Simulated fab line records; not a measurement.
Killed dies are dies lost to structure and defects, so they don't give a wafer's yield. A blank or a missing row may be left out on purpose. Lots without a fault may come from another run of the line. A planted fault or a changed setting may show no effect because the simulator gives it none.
Matching of chambers + flow n5-finfet + N5_BEOL_M5_CO_CAP_78 on cvd-co-02 has 3 sister chambers
The step material Co, precursor CCTBA/H2, target thk 2 nm, time 102.1 s. 20 wafers are shown with their chamber, then 10 later ones without.

WAFERS PAIRED WITH THEIR CHAMBERS
| wafer  | chamber | heater-power-w (W) |
|--------|---------|--------------------|
| L075.2 | 2       | 212                |
| L075.4 | 0       | 224                |
| L075.6 | 2       | 213                |
| L079.1 | 2       | 215                |
| L079.4 | 2       | 211                |
| L079.5 | 1       | 247                |
| L083.3 | 2       | 217                |
| L083.5 | 0       | 222                |
| L083.6 | 2       | 214                |
| L085.1 | 1       | 254                |
| L085.3 | 2       | 216                |
| L085.6 | 2       | 218                |
| L086.1 | 0       | 223                |
| L086.2 | 1       | 247                |
| L086.5 | 0       | 227                |
| L087.1 | 0       | 224                |
| L087.4 | 2       | 213                |
| L087.6 | 1       | 249                |
| L091.4 | 0       | 229                |
| L091.5 | 2       | 220                |

SIGNATURES (means of the wafers above)
| reading        | chamber 0 | chamber 1 | chamber 2 | scatter within a chamber |
|----------------|-----------|-----------|-----------|--------------------------|
| heater-power-w | 224.83    | 249.25    | 214.90    | 2.87                     |
Rule: a wafer lies at a distance from a chamber equal to the root of the sum of squares, over the readings, of (its reading less the chamber's mean, divided by the reading's scatter). The wafer belongs to the nearest chamber; if the next one is less than 2 further off, it can't be placed. The scatter: the root of (the sum of the squares of (reading less its chamber's mean) over the shown wafers, divided by (wafers less chambers)).

WAFERS WITHOUT THEIR CHAMBER
| wafer  | heater-power-w (W) |
|--------|--------------------|
| L091.6 | 248                |
| L093.3 | 227                |
| L093.5 | 213                |
| L093.6 | 257                |
| L096.3 | 217                |
| L096.5 | 246                |
| L096.6 | 218                |
| L097.1 | 227                |
| L097.2 | 214                |
| L097.6 | 248                |

EACH ONE'S CHAMBER
| wafer  | from the rows above     | in truth |
|--------|-------------------------|----------|
| L091.6 | 1                       | 1        |
| L093.3 | 0                       | 0        |
| L093.5 | 2                       | 2        |
| L093.6 | 1                       | 1        |
| L096.3 | can't be placed: 2 or 0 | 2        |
| L096.5 | 1                       | 1        |
| L096.6 | can't be placed: 2 or 0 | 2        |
| L097.1 | 0                       | 0        |
| L097.2 | 2                       | 2        |
| L097.6 | 1                       | 1        |
Placed correctly: 8 of 10. Can't be placed from these rows: 2 (the true chamber is among the candidates in 2). Number placed wrongly: 0.
